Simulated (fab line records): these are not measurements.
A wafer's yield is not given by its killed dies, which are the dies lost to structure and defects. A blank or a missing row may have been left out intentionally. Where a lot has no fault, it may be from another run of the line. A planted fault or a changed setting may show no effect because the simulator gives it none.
What tool caused it? | flow nand-harc | 12 lots, 36 wafers sampled, at 6 steps of a route of 1159

## WHAT THE GAUGES READ, wafer by wafer
NHARC_P_ZERO_WELL_CD_MEAS_24: target cd 720 nm.
lot  | measured    | on        | cd-nm (nm)
L995 | day 1 14:37 | cd-sem-03 | 722.4 721.9 719.4
L996 | day 1 20:58 | cd-sem-01 | 723.3 721.9 722.2
L998 | day 2 08:26 | cd-sem-03 | 722.7 719.2 722.0
L999 | day 2 14:28 | cd-sem-01 | 724.7 721.5 722.8
L100 | day 2 20:35 | cd-sem-02 | 718.4 719.3 719.2
L102 | day 3 08:35 | cd-sem-01 | 721.9 719.9 720.1
L103 | day 3 14:37 | cd-sem-03 | 720.5 718.8 719.3
L105 | day 4 02:29 | cd-sem-02 | 719.4 720.9 718.2
L106 | day 4 08:35 | cd-sem-02 | 718.7 720.6 717.7
L108 | day 4 20:37 | cd-sem-03 | - - -
L117 | day 7 02:28 | cd-sem-03 | 717.7 718.2 722.0
L118 | day 7 08:31 | cd-sem-03 | 721.5 722.1 721.2

NHARC_P_STI_OCD_MEAS_43.
lot  | measured    | on     | trench-depth-nm (nm) | trench-foot-cd-nm (nm)
L995 | day 2 13:36 | ocd-01 | 298 301 299          | 162.7 158.0 158.0
L996 | day 2 21:30 | ocd-02 | 298 297 304          | 158.0 157.8 160.5
L998 | day 3 07:19 | ocd-02 | 296 301 294          | 160.4 157.9 161.9
L999 | day 3 14:10 | ocd-01 | 301 303 298          | 157.6 158.9 162.6
L100 | day 3 19:53 | ocd-01 | 302 304 299          | 155.6 160.8 155.5
L102 | day 4 06:24 | ocd-01 | 295 302 303          | 164.2 156.5 161.2
L103 | day 4 15:41 | ocd-02 | 299 301 298          | 156.1 160.5 157.9
L105 | day 5 01:25 | ocd-02 | 302 299 299          | 162.7 160.7 157.6
L106 | day 5 06:31 | ocd-02 | 298 301 298          | 157.7 157.6 155.8
L117 | day 8 03:32 | ocd-02 | 293 291 298          | 159.7 161.9 158.3
L118 | day 8 09:06 | ocd-01 | 295 296 295          | 159.1 158.5 157.2

NHARC_END_SORT_01.
lot  | measured     | on        | killed-at-array | killed-at-other | killed-at-periphery | killed-dies | killed-open | killed-short
L108 | day 22 17:23 | prober-02 | 35 49 46        | 0 0 0           | 642 628 631         | 677 677 677 | 2 2 2       | 0 6 2

## TOOL THAT RAN EACH LOT (tool first, then ch and the chambers of the sampled wafers, then the start)
lot  | NHARC_P_ZERO_WELL_ETCH_65         | NHARC_P_ZERO_WELL_ETCH_63       | NHARC_P_ZERO_WELL_EXPOSE_21
L995 | rie-diel-01 ch 0,2,3, day 1 13:29 | rie-si-04 ch 0,1,3, day 1 13:41 | krf-scanner-02 ch 0, day 1 14:28
L996 | rie-diel-07 ch 0,1, day 1 19:52   | rie-si-04 ch 0,1,2, day 1 20:04 | krf-scanner-04 ch 0, day 1 20:49
L998 | rie-diel-07 ch 0,1, day 2 07:21   | rie-si-05 ch 0,1,2, day 2 07:34 | krf-scanner-04 ch 0, day 2 08:17
L999 | rie-diel-01 ch 0,3, day 2 13:29   | rie-si-06 ch 0,1,2, day 2 13:41 | krf-scanner-04 ch 0, day 2 14:19
L100 | rie-diel-11 ch 0,1,3, day 2 19:29 | rie-si-06 ch 1,2,3, day 2 19:40 | krf-scanner-02 ch 0, day 2 20:25
L102 | rie-diel-11 ch 0,1,3, day 3 07:29 | rie-si-06 ch 1,2,3, day 3 07:40 | krf-scanner-02 ch 0, day 3 08:26
L103 | rie-diel-07 ch 1,2,3, day 3 13:32 | rie-si-06 ch 0,1,2, day 3 13:44 | krf-scanner-04 ch 0, day 3 14:28
L105 | rie-diel-07 ch 1,3, day 4 01:30   | rie-si-04 ch 1,2,3, day 4 01:40 | krf-scanner-04 ch 0, day 4 02:19
L106 | rie-diel-01 ch 0,1, day 4 07:29   | rie-si-05 ch 0,1,2, day 4 07:41 | krf-scanner-01 ch 0, day 4 08:26
L108 | rie-diel-07 ch 0,1, day 4 19:29   | rie-si-04 ch 2,3, day 4 19:40   | krf-scanner-01 ch 0, day 4 20:27
L117 | rie-diel-07 ch 1,2,3, day 7 01:31 | rie-si-04 ch 0,1, day 7 01:40   | krf-scanner-01 ch 0, day 7 02:19
L118 | rie-diel-01 ch 0,3, day 7 07:22   | rie-si-04 ch 1,2,3, day 7 07:36 | krf-scanner-04 ch 0, day 7 08:21
- NHARC_P_ZERO_WELL_ETCH_65: etches the open film in N2/H2, target depth 80 nm, overetch 24 nm, time 87.88 s.
- NHARC_P_ZERO_WELL_ETCH_63: etches the open film in HBr/Cl2, target depth 120 nm, time 40.1 s.
- NHARC_P_ZERO_WELL_EXPOSE_21: exposes mask P NWELL, target cd 720 nm.

## AS READ BY THE TOOLS THEMSELVES (means over the sampled wafers that have a number; for cases with no such wafer, the mark the record gives instead)
NHARC_P_ZERO_WELL_ETCH_65.
lot  | tool        | drypump-motor-current-A (A) | oes-product-au (a.u.) | rf-vpp-V (V) | showerhead-plenum-p-Torr (Torr) | throttle-valve-pct (%)
L995 | rie-diel-01 | 5.9                         | 0.997                 | 430.6        | 2.05                            | 14.165
L996 | rie-diel-07 | 5.3                         | 0.995                 | 433.7        | 2.16                            | 14.174
L998 | rie-diel-07 | 5.3                         | 0.992                 | 432.9        | 2.12                            | 14.169
L999 | rie-diel-01 | 5.9                         | 1.002                 | 428.1        | 1.98                            | 14.180
L100 | rie-diel-11 | 6.0                         | 0.997                 | 432.2        | 2.10                            | 14.175
L102 | rie-diel-11 | 6.0                         | 0.997                 | 432.4        | 2.10                            | 14.175
L103 | rie-diel-07 | 5.7                         | 1.003                 | 432.3        | 2.11                            | 14.167
L105 | rie-diel-07 | 5.6                         | 0.999                 | 433.0        | 2.14                            | 14.175
L106 | rie-diel-01 | 6.1                         | 1.009                 | 432.2        | 2.10                            | 14.167
L108 | rie-diel-07 | 5.3                         | 1.002                 | 434.0        | 2.15                            | 14.170
L117 | rie-diel-07 | 5.7                         | 0.994                 | 432.3        | 2.11                            | 14.175
L118 | rie-diel-01 | 6.0                         | 0.994                 | 428.6        | 1.98                            | 14.180

NHARC_P_ZERO_WELL_ETCH_63.
lot  | tool      | drypump-motor-current-A (A) | oes-product-au (a.u.) | throttle-valve-pct (%)
L995 | rie-si-04 | 6.1                         | 0.988                 | 26.407
L996 | rie-si-04 | 5.9                         | 1.004                 | 26.404
L998 | rie-si-05 | 6.1                         | 0.989                 | 26.409
L999 | rie-si-06 | 5.5                         | 1.013                 | 26.405
L100 | rie-si-06 | 5.9                         | 1.003                 | 26.401
L102 | rie-si-06 | 5.9                         | 1.014                 | 26.410
L103 | rie-si-06 | 5.6                         | 0.998                 | 26.400
L105 | rie-si-04 | 5.9                         | 0.993                 | 26.397
L106 | rie-si-05 | 6.1                         | 0.989                 | 26.402
L108 | rie-si-04 | 6.3                         | 1.001                 | 26.405
L117 | rie-si-04 | 6.0                         | 0.996                 | 26.408
L118 | rie-si-04 | 5.9                         | 0.998                 | 26.405

## THE ANSWER, worked out from the rows above alone
Rule: the lots themselves supply what counts as usual. Put in order of their means at a reading, lots are off if they are a third of the lots or fewer, leave a main group of 4 or more, and stand apart from it by a gap of 3 or more times the standard deviation of the main group's means; of several such gaps the widest counts. A main group is skipped when, at the precision printed for the reading in the tables above, its means are all equal. A lot without any number at a reading at which 4 lots or more have one is off too. Where the step has rows for the other lots, those lots are counted as sound. The gauges are gone through in route order, then the tools' own readings, and for those a lot's mean is taken as printed above. The first step at which some lot is off is used, and at that step the reading that is off furthest; a lot without a number counts as furthest.
Off: L108 (NHARC_P_ZERO_WELL_CD_MEAS_24, cd-nm). Without a number there: L108. For the main group the mean is 720.6 nm and the standard deviation 1.4.
A tool fits if, at a process step before that reading, it ran every lot that is off, and no sound lot after the first of them. The gauges at NHARC_P_ZERO_WELL_CD_MEAS_24 are tried like those tools. No candidate that was tried fits.

## WHAT THE SIMULATOR HAD INSERTED
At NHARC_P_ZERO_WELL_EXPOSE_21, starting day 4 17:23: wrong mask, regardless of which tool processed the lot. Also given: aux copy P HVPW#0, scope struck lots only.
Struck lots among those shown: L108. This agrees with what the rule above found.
